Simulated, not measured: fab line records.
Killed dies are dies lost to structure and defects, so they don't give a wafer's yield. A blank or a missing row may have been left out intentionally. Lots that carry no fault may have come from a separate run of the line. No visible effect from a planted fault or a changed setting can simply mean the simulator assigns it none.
The tool behind it: which one? | flow nand_harc | 21 wafers sampled from 7 lots at 1 step of a route of 1302

== WHAT THE GAUGES READ, wafer by wafer ==
NHARC_P_CONTACT_CD_MEAS_19.
lot  | measured     | on        | cd_nm (nm)
L159 | day 6 04:11  | cd_sem-02 | 92.3 90.2 91.8
L162 | day 7 07:28  | cd_sem-01 | 94.3 90.7 88.0
L164 | day 8 03:02  | cd_sem-03 | 92.7 91.1 95.1
L168 | day 9 15:15  | cd_sem-01 | 87.3 90.9 89.2
L171 | day 11 00:36 | cd_sem-01 | 88.1 90.1 90.5
L180 | day 14 13:55 | cd_sem-01 | 88.2 89.6 91.5
L181 | day 14 22:55 | cd_sem-03 | 88.1 89.4 88.5

== WHICH TOOL RAN EACH LOT (tool, then ch and the chambers of the sampled wafers, then the start) ==
The record holds no process step before these readings.

== THE ANSWER, worked out from the rows above alone ==
Rule: the usual values come from the lots themselves. The widest of any qualifying gaps counts: lots, ordered by their means at a reading, are off when they make up no more than a third of the lots, leave a main group of 4 or more, and stand apart from it by 3 or more times the standard deviation of that group's means. The tables above print the reading to a certain number of digits; a main group whose means all agree to those digits is not used. Also off: a lot with no number at a reading for which 4 or more lots have one. Where the step has rows for the other lots, those lots are counted as sound.
No lot is off at any reading shown: from this, nothing can be told.

== WHAT HAD BEEN PUT IN BY THE SIMULATOR ==
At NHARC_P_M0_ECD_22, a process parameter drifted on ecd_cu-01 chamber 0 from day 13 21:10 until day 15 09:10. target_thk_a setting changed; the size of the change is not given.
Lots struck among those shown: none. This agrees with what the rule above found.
